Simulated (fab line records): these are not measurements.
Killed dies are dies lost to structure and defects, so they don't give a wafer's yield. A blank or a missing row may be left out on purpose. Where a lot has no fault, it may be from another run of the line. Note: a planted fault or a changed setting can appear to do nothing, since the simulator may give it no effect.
Matching of chambers    flow nand-harc    rie-diel-12 running NHARC_A_SLIT_ETCH_29: 4 sister chambers
The step etches the open film in CF4/O2, target depth 100 nm, overetch 10 nm, time 55 s. 16 wafers are shown with their chamber, then 8 later ones without.

## WAFERS PAIRED WITH THEIR CHAMBERS
wafer   chamber  showerhead-plenum-p-Torr (Torr)  rf-vpp-V (V)  throttle-valve-pct (%)
L077.1  3        1.27                             196.3         13.389
L077.5  2        1.44                             200.4         13.392
L077.6  3        1.27                             196.7         13.393
L079.1  0        1.43                             199.7         13.404
L079.3  1        1.42                             199.4         13.400
L079.4  3        1.27                             195.3         13.405
L085.1  1        1.42                             199.0         13.389
L085.2  2        1.44                             200.2         13.398
L085.4  3        1.27                             196.1         13.393
L090.1  0        1.43                             199.6         13.408
L090.2  3        1.27                             197.0         13.393
L090.4  2        1.43                             199.7         13.396
L089.1  0        1.43                             199.0         13.411
L089.2  3        1.27                             197.9         13.401
L089.5  1        1.42                             201.1         13.403
L094.1  3        1.27                             197.4         13.399

SIGNATURES (averages over the wafers above)
reading                   chamber 0  chamber 1  chamber 2  chamber 3  scatter within a chamber
showerhead-plenum-p-Torr  1.4300     1.4200     1.4367     1.2700     0.00236
rf-vpp-V                  199.433    199.833    200.100    196.671    0.792
throttle-valve-pct        13.40767   13.39733   13.39533   13.39614   0.00535
Rule: a wafer's distance from a chamber is the root of the sum, over the readings, of the square of ((its reading less the chamber's mean) divided by the reading's scatter). The wafer belongs to the nearest chamber; if the next one is less than 2 further off, it can't be placed. The scatter: take each reading less its chamber's mean, square it, sum over the shown wafers, divide by the number of wafers less the number of chambers, and take the root.

## WAFERS MISSING THEIR CHAMBER
wafer   showerhead-plenum-p-Torr (Torr)  rf-vpp-V (V)  throttle-valve-pct (%)
L094.2  1.43                             200.2         13.396
L094.6  1.42                             199.9         13.404
L095.3  1.27                             195.1         13.402
L095.5  1.43                             198.9         13.389
L095.6  1.27                             195.7         13.406
L097.1  1.27                             197.1         13.387
L097.2  1.43                             199.6         13.399
L097.4  1.42                             200.5         13.398

## WHICH CHAMBER EACH ONE RAN IN
wafer   from the rows above           in truth
L094.2  can't be placed: 0 or 2 or 1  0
L094.6  1                             1
L095.3  3                             3
L095.5  can't be placed: 2 or 0 or 1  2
L095.6  3                             3
L097.1  3                             3
L097.2  can't be placed: 0 or 2       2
L097.4  1                             1
5 of 8 placed correctly. From these rows, 3 cannot be placed; in 3 the true chamber is one of the candidates. Number placed wrongly: 0.
